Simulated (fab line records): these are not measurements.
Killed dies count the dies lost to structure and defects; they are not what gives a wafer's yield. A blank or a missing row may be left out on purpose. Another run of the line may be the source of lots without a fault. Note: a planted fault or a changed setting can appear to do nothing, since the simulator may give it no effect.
Which tool did it? + flow n5_finfet + 8 lots with 24 wafers sampled at 8 steps, on a route of 1938 steps

WHAT THE GAUGES SHOWED, per wafer
N5_BEOL_M4_RC_MEAS_101. Usual: DIBL_N 36.4 mV/V, standard deviation 1.4; DIBL_P 36.3 mV/V, standard deviation 1.5; IOFF_N 0.162 nA/um, standard deviation 0.023; IOFF_P 0.211 nA/um, standard deviation 0.027; ION_N 676 uA/um, standard deviation 9.7; ION_P 463 uA/um, standard deviation 6.4; SS_N 71.5 mV/dec, standard deviation 0.5; SS_P 73.3 mV/dec, standard deviation 0.6; VT_N 249.3 mV, standard deviation 2.5; VT_P -249.9 mV, standard deviation 2.8.
| lot  | measured     | on        | DIBL_N (mV/V)  | DIBL_P (mV/V)  | IOFF_N (nA/um)    | IOFF_P (nA/um)    | ION_N (uA/um) | ION_P (uA/um) | SS_N (mV/dec)  | SS_P (mV/dec)  | VT_N (mV)         | VT_P (mV)            | flag |
|------|--------------|-----------|----------------|----------------|-------------------|-------------------|---------------|---------------|----------------|----------------|-------------------|----------------------|------|
| L795 | day 9 20:55  | prober-01 | 33.7 36.4 37.4 | 33.6 36.3 38.2 | 0.121 0.162 0.174 | 0.176 0.223 0.237 | 664 671 670   | 462 461 458   | 70.7 70.9 71.6 | 72.0 72.7 73.3 | 253.4 249.2 249.3 | -253.6 -250.1 -247.8 |      |
| L796 | day 10 01:58 | prober-01 | 36.1 35.1 34.5 | 37.9 36.0 35.8 | 0.168 0.144 0.128 | 0.210 0.177 0.178 | 679 674 660   | 464 458 460   | 71.3 71.2 71.1 | 74.0 73.6 73.0 | 247.3 250.4 252.3 | -248.0 -253.1 -252.5 |      |
| L797 | day 10 10:47 | prober-02 | 35.5 34.9 36.8 | 36.8 34.7 38.0 | 0.164 0.145 0.188 | 0.225 0.190 0.240 | 658 661 677   | 457 456 466   | 71.6 71.4 72.1 | 72.9 72.5 72.9 | 248.2 249.2 245.8 | -250.1 -251.2 -249.5 |      |
| L799 | day 10 20:30 | prober-01 | 35.7 36.9 37.6 | 34.9 36.0 35.8 | 0.142 0.154 0.162 | 0.204 0.207 0.207 | 672 660 661   | 468 459 452   | 71.3 71.2 72.1 | 72.5 73.3 72.9 | 249.4 246.6 251.6 | -246.3 -248.5 -247.9 |      |
| L806 | day 12 05:59 | prober-02 | 40.7 37.8 38.3 | 39.0 36.8 36.3 | 0.230 0.179 0.175 | 0.267 0.214 0.209 | 675 682 669   | 460 466 454   | 72.9 71.9 72.8 | 74.4 74.1 73.3 | 247.4 247.4 249.5 | -248.4 -249.9 -248.8 |      |
| L804 | day 12 08:04 | prober-02 | 36.4 38.5 36.7 | 35.6 38.1 36.1 | 0.141 0.177 0.150 | 0.203 0.247 0.213 | 683 692 676   | 470 472 467   | 71.8 71.7 72.1 | 73.0 73.6 72.8 | 250.3 246.2 248.3 | -251.5 -246.2 -247.7 |      |
| L807 | day 13 04:40 | prober-02 | 35.7 36.4 36.1 | 35.6 37.2 36.2 | 0.161 0.173 0.163 | 0.188 0.212 0.193 | 681 675 689   | 458 457 462   | 72.2 71.8 71.4 | 73.8 74.8 73.2 | 249.8 248.5 250.0 | -252.5 -249.4 -252.2 |      |
| L810 | day 13 08:16 | prober-01 | 36.9 40.8 38.4 | 36.1 42.2 38.3 | 0.163 0.254 0.188 | 0.192 0.309 0.240 | 676 706 699   | 459 473 472   | 71.7 72.2 71.9 | 73.5 75.0 74.3 | 249.4 244.1 248.1 | -251.9 -243.8 -250.8 |      |

N5_BEOL_M11_CD_MEAS_28: target cd 70 nm. Usual: 69.7 nm for cd_nm, sd 0.83.
| lot  | measured     | on        | cd_nm (nm)     | flag |
|------|--------------|-----------|----------------|------|
| L795 | day 12 13:24 | cd_sem-01 | 69.4 70.3 69.4 |      |
| L796 | day 12 15:55 | cd_sem-01 | 70.3 68.9 70.0 |      |
| L797 | day 12 20:18 | cd_sem-02 | 68.3 68.0 68.8 |      |
| L799 | day 13 05:38 | cd_sem-02 | 71.0 69.8 69.5 |      |
| L806 | day 14 15:27 | cd_sem-03 | 68.9 69.8 70.8 |      |
| L804 | day 14 16:11 | cd_sem-01 | 70.3 69.3 69.8 |      |
| L807 | day 15 21:56 | cd_sem-01 | 68.6 69.9 67.9 |      |
| L810 | day 15 21:25 | cd_sem-01 | 68.5 68.2 69.5 |      |

N5_BEOL_M11_CD_MEAS_35: target cd 70 nm. Usual: 70.0 nm for cd_nm, sd 0.53.
| lot  | measured     | on        | cd_nm (nm)     | flag |
|------|--------------|-----------|----------------|------|
| L795 | day 12 14:24 | cd_sem-03 | 70.5 69.4 69.5 |      |
| L796 | day 12 17:33 | cd_sem-01 | 69.6 70.1 69.5 |      |
| L797 | day 12 21:51 | cd_sem-01 | 70.3 70.8 70.4 |      |
| L799 | day 13 07:05 | cd_sem-02 | 70.1 69.6 69.7 |      |
| L806 | day 14 16:23 | cd_sem-01 | 69.7 70.0 69.8 |      |
| L804 | day 14 16:59 | cd_sem-03 | 69.5 69.6 69.8 |      |
| L807 | day 15 22:41 | cd_sem-02 | 70.2 69.9 70.7 |      |
| L810 | day 15 22:10 | cd_sem-02 | 69.1 69.4 69.4 |      |

N5_BEOL_M11_THK_MEAS_53: measures by xrf. Usual: M11_THK 142.5 nm, standard deviation 2.5.
| lot  | measured     | on            | M11_THK (nm)      | flag |
|------|--------------|---------------|-------------------|------|
| L795 | day 12 16:35 | film_metro-02 | 321.6 320.4 320.0 | OFF  |
| L796 | day 12 20:56 | film_metro-01 | 323.6 330.7 329.5 | OFF  |
| L797 | day 13 00:32 | film_metro-01 | 338.1 334.7 332.4 | OFF  |
| L799 | day 13 09:02 | film_metro-02 | 141.0 144.9 143.4 |      |
| L806 | day 14 18:31 | film_metro-01 | 146.4 141.9 146.0 |      |
| L804 | day 14 19:12 | film_metro-01 | 148.7 144.4 141.8 |      |
| L807 | day 16 01:30 | film_metro-02 | 141.5 145.6 144.6 |      |
| L810 | day 16 00:31 | film_metro-01 | 139.0 142.5 137.9 |      |

N5_BEOL_M11_RS_MEAS_57: measures by four-point-probe. Usual: M11_RS 0.1518 ohm/sq, standard deviation 0.0025.
| lot  | measured     | on            | M11_RS (ohm/sq)      | flag |
|------|--------------|---------------|----------------------|------|
| L795 | day 12 16:43 | film_metro-01 | 0.0608 0.0608 0.0610 | OFF  |
| L796 | day 12 21:04 | film_metro-02 | 0.0603 0.0592 0.0593 | OFF  |
| L797 | day 13 00:40 | film_metro-01 | 0.0587 0.0592 0.0599 | OFF  |
| L799 | day 13 09:10 | film_metro-02 | 0.1519 0.1468 0.1494 |      |
| L806 | day 14 18:39 | film_metro-01 | 0.1477 0.1527 0.1480 |      |
| L804 | day 14 19:20 | film_metro-02 | 0.1465 0.1517 0.1544 |      |
| L807 | day 16 01:37 | film_metro-02 | 0.1547 0.1491 0.1512 |      |
| L810 | day 16 00:38 | film_metro-01 | 0.1565 0.1528 0.1573 |      |

N5_BEOL_M11_INSPECT_58: inspects for defects (darkfield). Usual: 60 for raw_defect_count, sd 20.
| lot  | measured     | on                | raw_defect_count | flag |
|------|--------------|-------------------|------------------|------|
| L795 | day 12 16:44 | defect_inspect-01 | 1121 1099 1143   | OFF  |
| L796 | day 12 21:05 | defect_inspect-02 | 1131 1129 1143   | OFF  |
| L797 | day 13 00:41 | defect_inspect-01 | 1104 1134 1062   | OFF  |
| L799 | day 13 09:11 | defect_inspect-01 | 65 57 83         |      |
| L806 | day 14 18:40 | defect_inspect-01 | 54 42 42         |      |
| L804 | day 14 19:22 | defect_inspect-01 | 50 56 53         |      |
| L807 | day 16 01:39 | defect_inspect-01 | 40 32 58         |      |
| L810 | day 16 00:40 | defect_inspect-01 | 62 101 59        |      |

WHICH TOOL RAN EACH LOT (tool, then ch and the chambers of the sampled wafers, then the start)
| lot  | N5_BEOL_M11_STRIP_19               | N5_BEOL_M11_CMP_52            |
|------|------------------------------------|-------------------------------|
| L795 | rie_diel-03 ch 0,1,3, day 12 12:46 | cmp-04 ch 0,1,3, day 12 16:22 |
| L796 | rie_diel-03 ch 0,1,3, day 12 15:33 | cmp-03 ch 1,3, day 12 20:41   |
| L797 | rie_diel-03 ch 1,2,3, day 12 19:56 | cmp-04 ch 1,2,3, day 13 00:14 |
| L799 | rie_diel-03 ch 0,2,3, day 13 04:58 | cmp-04 ch 0,1,3, day 13 08:44 |
| L806 | rie_diel-01 ch 1,2, day 14 15:03   | cmp-04 ch 1,2, day 14 18:13   |
| L804 | rie_diel-01 ch 1,2,3, day 14 15:40 | cmp-03 ch 2,3, day 14 18:57   |
| L807 | rie_diel-05 ch 1,2, day 15 20:22   | cmp-04 ch 0,1,3, day 16 01:14 |
| L810 | rie_diel-05 ch 0,1,2, day 15 19:09 | cmp-04 ch 0,1,3, day 16 00:13 |
- N5_BEOL_M11_STRIP_19: strips in O2.
- N5_BEOL_M11_CMP_52: polishes, stops on SiCOH lowk, t overpolish 7 s, target thk 140 nm.

WHAT THE TOOLS THEMSELVES READ (means of the sampled wafers that have a number; where no wafer has one, the mark that the record gives instead)
N5_BEOL_M11_STRIP_19. Usual: drypump_motor_current_A 5.8 A, standard deviation 0.4; oes_product_au 0.80 a.u., standard deviation 0.067; rf_vpp_V 3.6 V, standard deviation 0.64; showerhead_plenum_p_Torr 2.10 Torr, standard deviation 0.05; throttle_valve_pct 16.59 %, standard deviation 0.21.
| lot  | tool        | drypump_motor_current_A (A) | oes_product_au (a.u.) | rf_vpp_V (V) | showerhead_plenum_p_Torr (Torr) | throttle_valve_pct (%) | flag |
|------|-------------|-----------------------------|-----------------------|--------------|---------------------------------|------------------------|------|
| L795 | rie_diel-03 | 6.2                         | 0.77                  | 3.3          | 2.11                            | 16.58                  |      |
| L796 | rie_diel-03 | 6.2                         | 0.78                  | 4.4          | 2.11                            | 16.58                  |      |
| L797 | rie_diel-03 | 6.0                         | 0.76                  | 3.6          | 2.13                            | 16.66                  |      |
| L799 | rie_diel-03 | 5.9                         | 0.77                  | 3.5          | 2.08                            | 16.57                  |      |
| L806 | rie_diel-01 | 5.7                         | 0.79                  | 3.4          | 2.06                            | 16.55                  |      |
| L804 | rie_diel-01 | 5.5                         | 0.82                  | 4.8          | 2.09                            | 16.51                  |      |
| L807 | rie_diel-05 | 5.4                         | 0.81                  | 3.2          | 2.12                            | 16.46                  |      |
| L810 | rie_diel-05 | 5.7                         | 0.84                  | 3.8          | 2.10                            | 16.62                  |      |

N5_BEOL_M11_CMP_52. Usual: barrier_field_endpoint_s 29.1 s, standard deviation 0.74; clearing_platen_down_force_psi 1.4993 psi, standard deviation 0.0028; motor_current_A 6.0 A, standard deviation 0.37; overpolish_run_s 6.999 s, standard deviation 0.0087; platen_rpm 50.01 rpm, standard deviation 0.033; time_to_endpoint_s 66.4 s, standard deviation 2.2.
| lot  | tool   | barrier_field_endpoint_s (s) | clearing_platen_down_force_psi (psi) | motor_current_A (A) | overpolish_run_s (s) | platen_rpm (rpm) | time_to_endpoint_s (s) | flag |
|------|--------|------------------------------|--------------------------------------|---------------------|----------------------|------------------|------------------------|------|
| L795 | cmp-04 | -                            | -                                    | -                   | -                    | -                | -                      | OFF  |
| L796 | cmp-03 | -                            | -                                    | -                   | -                    | -                | -                      | OFF  |
| L797 | cmp-04 | -                            | -                                    | -                   | -                    | -                | -                      | OFF  |
| L799 | cmp-04 | 29.1                         | 1.5018                               | 5.9                 | 7.000                | 50.00            | 65.9                   |      |
| L806 | cmp-04 | 29.2                         | 1.4970                               | 6.1                 | 7.004                | 50.00            | 63.9                   |      |
| L804 | cmp-03 | 30.7                         | 1.5029                               | 5.9                 | 7.000                | 50.00            | 68.8                   |      |
| L807 | cmp-04 | 29.0                         | 1.5007                               | 6.0                 | 7.003                | 50.00            | 64.2                   |      |
| L810 | cmp-04 | 29.2                         | 1.4995                               | 5.8                 | 6.997                | 50.01            | 66.7                   |      |

THE ANSWER, worked out from the rows above alone
Rule: take the mean of a lot's wafers that have a number; if it is more than 3 standard deviations from the usual mean, the lot is off. Also off: a lot with no number at a reading for which 4 or more lots have one. All remaining lots with rows at the step are treated as sound. After the gauges, taken in route order, come the tools' own readings; for these a lot's mean is taken, as printed above. The first step at which some lot is off is used, and at that step the reading that is off furthest; a lot without a number counts as furthest.
Off: L795, L796, L797, seen at N5_BEOL_M11_THK_MEAS_53 (M11_THK).
A tool fits if, at a process step before that reading, it ran every lot that is off, and no sound lot after the first of them. The gauges at N5_BEOL_M11_THK_MEAS_53 aren't tried: what is off there is off at N5_BEOL_M11_INSPECT_58 too, on other tools, and a gauge's error can't cause that. Not one of the candidates tried fits.

WHAT THE SIMULATOR HAD PUT IN
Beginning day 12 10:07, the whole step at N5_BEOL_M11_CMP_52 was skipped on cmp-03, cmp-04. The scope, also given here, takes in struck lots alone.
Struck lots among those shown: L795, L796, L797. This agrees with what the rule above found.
